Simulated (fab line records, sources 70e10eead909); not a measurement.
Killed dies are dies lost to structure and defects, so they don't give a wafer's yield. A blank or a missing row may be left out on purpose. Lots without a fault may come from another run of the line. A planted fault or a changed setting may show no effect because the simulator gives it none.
fab line records | flow nand_harc
record lots=14 wafers=42 last_day=24
route steps=1159 shown A_SGD_CUT@747 A_BONDPAD@1089 THIN_TSV@1137 END@1159
lots that met no fault: from a run of the same line without faults
start_h: hours from the record's first day to the start of the lot's first wafer shown | wait_h: hours since the lot's step before | " the same as in the row above | L1.1+2: a row that stands for several wafers | - no value, or no start given | * or withheld: withheld | < > ~ a bound
route shown NAME@n: a module of which the file shows steps, and the number in the route of the first | usual: mean/standard deviation of fault-free wafers | same: alike in all rows | chamber/n: place in a boat | sites: the reading at each site | _std_site: their standard deviation | _edge_site: outer sites' mean less inner sites' | radius_mm: how far each site lies from the wafer's centre | mask NAME#n: copy n | behind: the tool/chamber that last shaped the wafer | hold: why the lot was held/for how many hours/how that ended | device: the transistor (n, p or np) that didn't switch | end of line: the same wafers' tests at the end of the route | a step without rows: its recipe alone | killed: dies lost to structure and defects at the first sort, not the wafer's yield | map: a wafer's dies, x killed, . not, _ none there
set.NAME: the setting as run; set.NAME@STEP: as run at that earlier step | model.NAME: the simulator's own value behind a step, which no gauge read
steps of the route over a sample of lots; a table a step, a row a wafer
services: from which hour (start_h, from the record's first day; less than 0 if before it) a tool's chamber was out of use, for how many hours, and why
## steps
# step NHARC_A_SGD_CUT_DEP_00
# recipe target_thk_a=500 temp_c=400 target_thk_nm=50 flow_sccm=200 rf_w=450 material=SiNx
# usual heater_power_w=724/81
# columns lot.wafer tool chamber start_h wait_h heater_power_w
L196.3 pecvd-01 1 312.04 0.2 650
L196.1 " 2 " " 822
L196.2 " 0 " " 680
L197.3 pecvd-03 0 312.98 0.1 818
L197.2 " 2 " " 673
L197.5 " 1 " " 837
L198.1 pecvd-03 0 313.15 0.1 810
L198.3 " 1 " " 744
L198.2 " 2 " " 593
L199.2 pecvd-03 2 315.27 0.1 671
L199.3 " 0 " " 758
L199.5 " 1 " " 822
L201.2 pecvd-03 1 332.63 0.1 852
L201.6 " 0 " " 700
L201.5 " 2 " " 704
L202.2 pecvd-03 1 333.79 0.1 804
L202.1 " 0 " " 655
L202.4 " 0 " " 644
L203.3 pecvd-01 0 338.91 0.1 772
L203.5 " 2 " " 820
L203.6 " 0 " " 751
L204.1 pecvd-02 1 357.11 0.1 595
L204.4 " 2 " " 819
L204.5 " 1 " " 595
L205.1 pecvd-02 2 357.67 0.1 731
L205.6 " 1 " " 608
L205.5 " 2 " " 729
L210.3 pecvd-01 2 405.28 0.1 848
L210.5 " 2 " " 802
L210.6 " 0 " " 722
L215.3 pecvd-01 1 411.64 0.1 756
L215.1 " 2 " " 795
L215.6 " 0 " " 662
L213.1 pecvd-01 0 415.78 0.1 758
L213.3 " 2 " " 785
L213.4 " 0 " " 776
L216.2 pecvd-03 2 431.40 0.2 590
L216.3 " 0 " " 754
L216.4 " 1 " " 774
L218.1 pecvd-02 0 444.24 0.1 560
L218.6 " 1 " " 576
L218.5 " 2 " " 813
# step NHARC_A_BONDPAD_THK_MEAS_20
# recipe thk_meas_gauge=xrf
# usual thk_nm=170.2/1.5
# columns lot.wafer tool chamber start_h wait_h thk_nm
L196.1 film_metro-01 - 411.15 - 170.6
L196.2 " - " " 167.3
L196.3 " - " " 172.1
L199.2 film_metro-02 - 414.32 - 169.9
L199.3 " - " " 168.9
L199.5 " - " " 168.5
L197.2 film_metro-02 - 422.09 - 169.7
L197.3 " - " " 170.4
L197.5 " - " " 169.0
L198.1 film_metro-02 - 422.64 - 171.9
L198.2 " - " " 169.3
L198.3 " - " " 170.0
L202.1 film_metro-01 - 439.54 - 171.6
L202.2 " - " " 172.1
L202.4 " - " " 167.9
L201.2 film_metro-01 - 440.18 - 168.8
L201.5 " - " " 169.8
L201.6 " - " " 171.7
L203.3 film_metro-02 - 451.46 - 169.6
L203.5 " - " " 169.4
L203.6 " - " " 171.5
L204.1 film_metro-01 - 460.50 - 169.5
L204.4 " - " " 166.4
L204.5 " - " " 169.8
L205.1 film_metro-02 - 461.64 - 167.9
L205.5 " - " " 170.9
L205.6 " - " " 173.8
L210.3 film_metro-02 - 505.85 - 169.3
L210.5 " - " " 169.2
L210.6 " - " " 171.5
L215.1 film_metro-02 - 520.04 - 169.4
L215.3 " - " " 173.2
L215.6 " - " " 170.8
L213.1 film_metro-01 - 526.41 - 168.0
L213.3 " - " " 170.1
L213.4 " - " " 172.3
L216.2 film_metro-02 - 530.16 - 170.3
L216.3 " - " " 169.9
L216.4 " - " " 170.0
L218.1 film_metro-01 - 545.41 - 170.8
L218.5 " - " " 171.2
L218.6 " - " " 172.0
# step NHARC_THIN_TSV_PRE_CLEAN_54
# recipe time_s=30 temp_c=280 gas=H2/He
# usual heater_power_w=416/40
# columns lot.wafer tool chamber start_h wait_h heater_power_w
L196.2 pvd_sputter-03 - 429.19 0.1 463
L196.3 " - " " 411
L196.1 " - " " 477
L199.3 pvd_sputter-03 - 430.46 0.0 457
L199.2 " - " " 463
L199.5 " - " " 378
L198.3 pvd_sputter-01 - 441.79 0.0 395
L198.2 " - " " 420
L198.1 " - " " 373
L197.2 pvd_sputter-03 - 443.00 0.1 458
L197.3 " - " " 386
L197.5 " - " " 403
L202.2 pvd_sputter-02 - 457.92 0.1 489
L202.1 " - " " 451
L202.4 " - " " 374
L201.2 pvd_sputter-01 - 458.64 0.1 402
L201.5 " - " " 401
L201.6 " - " " 355
L203.3 pvd_sputter-01 - 471.96 0.2 421
L203.6 " - " " 373
L203.5 " - " " 400
L204.1 pvd_sputter-01 - 481.38 0.1 384
L204.4 " - " " 417
L204.5 " - " " 367
L205.1 pvd_sputter-03 - 482.66 0.0 463
L205.6 " - " " 398
L205.5 " - " " 479
L210.3 pvd_sputter-02 - 525.93 0.0 384
L210.6 " - " " 371
L210.5 " - " " 451
L215.3 pvd_sputter-01 - 539.63 0.1 400
L215.1 " - " " 413
L215.6 " - " " 409
L213.1 pvd_sputter-01 - 546.55 0.1 428
L213.4 " - " " 370
L213.3 " - " " 401
L216.3 pvd_sputter-03 - 548.19 0.0 395
L216.4 " - " " 467
L216.2 " - " " 403
L218.1 pvd_sputter-03 - 564.34 0.0 408
L218.5 " - " " 453
L218.6 " - " " 414
# step NHARC_THIN_TSV_STRIP_56
# recipe power_w=1500 temp_c=250 chemistry=O2
# usual drypump_motor_current_A=5.82/0.28 heater_power_w=325/47
# columns lot.wafer tool chamber start_h wait_h drypump_motor_current_A heater_power_w rf_hours_counter_h
L196.2 plasma_asher-02 1 430.89 0.1 5.63 319 21
L196.1 " 0 " " 5.95 350 21
L196.3 " 0 " " 5.97 333 -
L199.2 plasma_asher-01 0 432.05 0.1 5.52 386 50
L199.3 " 1 " " 6.16 269 -
L199.5 " 0 " " 5.53 376 -
L198.1 plasma_asher-01 1 443.87 0.5 6.20 275 54
L198.2 " 0 " " 5.52 372 54
L198.3 " 1 " " 6.20 270 -
L197.2 plasma_asher-02 0 444.71 0.1 5.97 337 26
L197.3 " 1 " " 5.60 319 -
L197.5 " 1 " " 5.60 312 -
L202.1 plasma_asher-02 1 459.96 0.4 5.62 317 35
L202.2 " 0 " " 5.94 342 35
L202.4 " 1 " " 5.63 323 -
L201.2 plasma_asher-02 1 460.33 0.1 5.57 324 35
L201.6 " 1 " " 5.61 321 -
L201.5 " 0 " " 5.97 335 -
L203.3 plasma_asher-02 1 473.81 0.2 5.59 323 -
L203.5 " 1 " " 5.57 319 -
L203.6 " 0 " " 5.94 337 -
L204.1 plasma_asher-01 1 483.06 0.2 6.19 266 4
L204.4 " 0 " " 5.51 379 -
L204.5 " 1 " " 6.14 259 -
L205.1 plasma_asher-02 0 484.41 0.1 5.95 343 49
L205.5 " 1 " " 5.60 324 -
L205.6 " 0 " " 5.94 338 -
L210.3 plasma_asher-01 0 527.62 0.2 5.50 386 -
L210.5 " 0 " " 5.51 382 -
L210.6 " 1 " " 6.19 265 -
L215.1 plasma_asher-01 1 541.36 0.1 6.15 254 22
L215.3 " 0 " " 5.53 372 -
L215.6 " 0 " " 5.50 382 -
L213.1 plasma_asher-01 1 548.35 0.1 6.17 257 27
L213.4 " 0 " " 5.52 380 -
L213.3 " 1 " " 6.19 259 -
L216.2 plasma_asher-01 0 550.00 0.1 5.54 381 28
L216.3 " 1 " " 6.19 261 -
L216.4 " 0 " " 5.54 377 -
L218.1 plasma_asher-02 0 566.09 0.1 5.95 351 7
L218.6 " 1 " " 5.59 343 -
L218.5 " 0 " " 5.95 349 -
# step NHARC_END_SORT_01
# recipe temp_c=25
# usual killed_at_array=26/10 killed_at_other=0.5/0.87 killed_at_periphery=3.0/2.5 killed_dies=29/11 killed_open=3.3/1.9 killed_short=1.8/1.5
# same gross_dies=677
# columns lot.wafer tool chamber start_h wait_h killed_at_array killed_at_other killed_at_periphery killed_dies killed_open killed_short
L210.3 prober-02 0 535.81 3.1 40 1 2 43 5 2
L210.5 prober-02 0 537.38 3.6 26 0 3 29 4 2
L210.6 prober-02 0 538.17 3.9 212 0 6 218 5 4
L215.1 prober-02 0 550.10 2.5 31 1 3 35 4 4
L215.3 prober-02 0 551.69 3.1 26 0 2 28 2 0
L215.6 prober-02 0 554.08 4.0 242 5 4 251 5 2
L213.1 prober-01 0 557.93 2.5 284 1 4 289 2 5
L213.3 prober-01 0 559.51 3.1 32 0 4 36 4 2
L213.4 prober-01 0 560.30 3.4 266 1 2 269 6 0
# killed by level:class
L210.3 A_CHANNEL_HOLE_D1:chamber_film_flake=27 A_CONTACT:geometric_particle:open=4 A_WL_FILL:chamber_film_flake=2 A_CONTACT:chamber_film_flake=2 A_CHANNEL_FILL_D1:geometric_particle:short=1 A_CHANNEL_FILL_D1:geometric_particle:open=1 P_STI:chamber_film_flake=1 P_M0:chamber_film_flake=1
L210.5 A_CHANNEL_HOLE_D1:chamber_film_flake=14 A_STAIRCASE:chamber_film_flake=3 A_WL_FILL:geometric_particle:open=2 P_GATE:chamber_film_flake=2 A_CONTACT:chamber_film_flake=2 A_ONON_D1:geometric_particle:open=1 A_ONON_D1:geometric_particle:short=1 A_CHANNEL_HOLE_D1:geometric_particle:short=1
L210.6 A_SGD_CUT:area_dep=178 A_CHANNEL_HOLE_D1:chamber_film_flake=19 A_STAIRCASE:chamber_film_flake=6 P_GATE:chamber_film_flake=3 A_WL_FILL:geometric_particle:short=2 A_CONTACT:chamber_film_flake=2 P_CONTACT:geometric_particle:open=1 P_M1:geometric_particle:short=1
L215.1 A_SLIT:chamber_film_flake=14 A_CHANNEL_HOLE_D1:chamber_film_flake=6 A_CONTACT:chamber_film_flake=4 P_GATE:geometric_particle:open=1 P_GATE:geometric_particle:short=1 P_CONTACT:geometric_particle:open=1 A_ONON_D1:geometric_particle:short=1 A_SLIT:geometric_particle:open=1
L215.3 A_SLIT:chamber_film_flake=11 A_CHANNEL_HOLE_D1:chamber_film_flake=6 A_CONTACT:chamber_film_flake=5 A_M0:chamber_film_flake=2 P_STI:geometric_particle:open=1 A_CHANNEL_HOLE_D1:geometric_particle:open=1 P_STI:chamber_film_flake=1 A_STAIRCASE:chamber_film_flake=1
L215.6 A_SGD_CUT:area_dep=214 A_SLIT:chamber_film_flake=9 A_CHANNEL_HOLE_D1:chamber_film_flake=5 A_STAIRCASE:chamber_film_flake=5 THIN_TSV:chamber_film_flake=5 A_CONTACT:chamber_film_flake=3 A_CONTACT:geometric_particle:open=2 P_STI:chamber_film_flake=2
L213.1 A_SGD_CUT:area_dep=252 A_CHANNEL_HOLE_D1:chamber_film_flake=20 A_STAIRCASE:chamber_film_flake=4 A_CONTACT:chamber_film_flake=4 P_GATE:geometric_particle:short=1 P_CONTACT:geometric_particle:short=1 P_M0:geometric_particle:short=1 A_SOURCE_PLATE:geometric_particle:open=1
L213.3 A_CHANNEL_HOLE_D1:chamber_film_flake=16 A_CONTACT:chamber_film_flake=9 P_STI:chamber_film_flake=2 P_GATE:geometric_particle:short=1 A_CHANNEL_FILL_D1:geometric_particle:open=1 A_SGD_CUT:geometric_particle:open=1 A_WL_FILL:geometric_particle:open=1 A_CONTACT:geometric_particle:short=1
L213.4 A_SGD_CUT:area_dep=236 A_CHANNEL_HOLE_D1:chamber_film_flake=15 A_CONTACT:chamber_film_flake=7 A_CONTACT:geometric_particle:open=2 A_STAIRCASE:chamber_film_flake=2 P_M0:geometric_particle:open=1 A_ONON_D1:geometric_particle:open=1 A_SGD_CUT:geometric_particle:open=1
## services
# columns tool chamber start_h hours kind
pecvd-03 - 292.42 13.0 pm
pvd_sputter-01 - 321.67 47.2 repair
pecvd-01 1 328.00 3.8 repair
pecvd-02 - 334.00 13.0 pm
pvd_sputter-03 - 353.92 6.6 repair
plasma_asher-02 - 360.00 9.0 pm
pvd_sputter-03 - 370.71 28.2 repair
pvd_sputter-02 - 393.43 10.0 pm
pecvd-01 - 418.40 13.0 pm
pvd_sputter-02 - 420.11 0.6 repair
pecvd-01 2 435.20 15.0 repair
plasma_asher-01 - 444.21 19.7 repair
pvd_sputter-02 - 446.17 0.8 repair
pecvd-03 - 448.93 0.7 repair
pvd_sputter-03 - 458.00 10.0 pm
plasma_asher-01 - 463.95 9.0 pm
pecvd-03 - 473.55 13.0 pm
pecvd-01 - 494.06 0.3 repair
plasma_asher-01 - 494.67 2.6 repair
pecvd-01 - 505.20 1.4 repair
pecvd-02 - 515.00 13.0 pm
pvd_sputter-01 - 521.16 2.6 repair
plasma_asher-02 - 537.00 9.0 pm
pvd_sputter-01 - 547.13 10.0 pm
## key
first_sign step=NHARC_END_SORT_01 reading=killed_at_array direction=up sigmas=23 usual=26 struck=251
effect step=NHARC_END_SORT_01 reading=killed_dies direction=up sigmas=21 usual=29 struck=257
more_kills_born_at NHARC_A_SGD_CUT_DEP_00@pecvd-01=880
met_at NHARC_A_SGD_CUT_DEP_00
struck_lots L210,L213,L215
struck_wafers L210.6,L213.1,L213.4,L215.6
tester_left_out L210,L213,L215
not_acting_at NHARC_A_BONDPAD_THK_MEAS_20,NHARC_THIN_TSV_PRE_CLEAN_54,NHARC_THIN_TSV_STRIP_56
onset_between 338.91 405.28
fault kind=process_parameter_drift tool=pecvd-01 chamber=0 onset_h=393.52 steps=NHARC_A_SGD_CUT_DEP_00 channel=target_thk_a offset=* shape=step end_h=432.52 acts_in=* stated=*
# tester_left_out: of these lots the tester's yield and bins aren't shown, on N5 and GAA mostly nor the transistor test; their killed dies are dies lost to structure and defects alone, not to doping, threshold or leakage, so they don't give the yield
